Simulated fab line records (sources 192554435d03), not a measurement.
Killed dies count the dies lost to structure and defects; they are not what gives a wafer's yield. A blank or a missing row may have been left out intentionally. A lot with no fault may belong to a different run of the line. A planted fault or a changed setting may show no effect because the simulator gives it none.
The tool behind it: which one? :: flow n5Finfet :: 7 lots, 18 wafers sampled, at 1 step of a route of 1938

## WHAT THE GAUGES SHOWED, per wafer
N5_BEOL_M11_CD_MEAS_28: the cd target is 70 nm.
lot: L317
measured: day 10 20:44
on: cdSem-01
cdNm (nm): 69.9 69.9 69.5

lot: L320
measured: day 11 18:32
on: cdSem-02
cdNm (nm): 69.3 68.4 69.7

lot: L324
measured: day 12 17:46
on: cdSem-01
cdNm (nm): 69.3 69.2 68.8

lot: L329
measured: day 14 02:39
on: cdSem-03
cdNm (nm): 69.4 70.4 70.1

lot: L331
measured: day 14 17:08
on: cdSem-02
cdNm (nm): 69.1 68.7

lot: L334
measured: day 17 03:44
on: cdSem-02
cdNm (nm): 69.1 71.1 69.0

lot: L335
measured: day 18 12:07
on: cdSem-01
cdNm (nm): 70.4

## WHICH TOOL RAN EACH LOT (tool, then ch and the chambers of the sampled wafers, then the start)
Record: no process step prior to these readings.

## THE ANSWER, worked out from the rows above alone
Rule: usual is defined by the lots themselves. The widest of any qualifying gaps counts: lots, ordered by their means at a reading, are off when they make up no more than a third of the lots, leave a main group of 4 or more, and stand apart from it by 3 or more times the standard deviation of that group's means. Not used: any main group whose means are identical at the precision the tables above print for the reading. Also off: a lot with no number at a reading for which 4 or more lots have one. Where the step has rows for the other lots, those lots are counted as sound.
No lot is off at any reading shown: from this, nothing can be told.

## WHAT THE SIMULATOR HAD INSERTED
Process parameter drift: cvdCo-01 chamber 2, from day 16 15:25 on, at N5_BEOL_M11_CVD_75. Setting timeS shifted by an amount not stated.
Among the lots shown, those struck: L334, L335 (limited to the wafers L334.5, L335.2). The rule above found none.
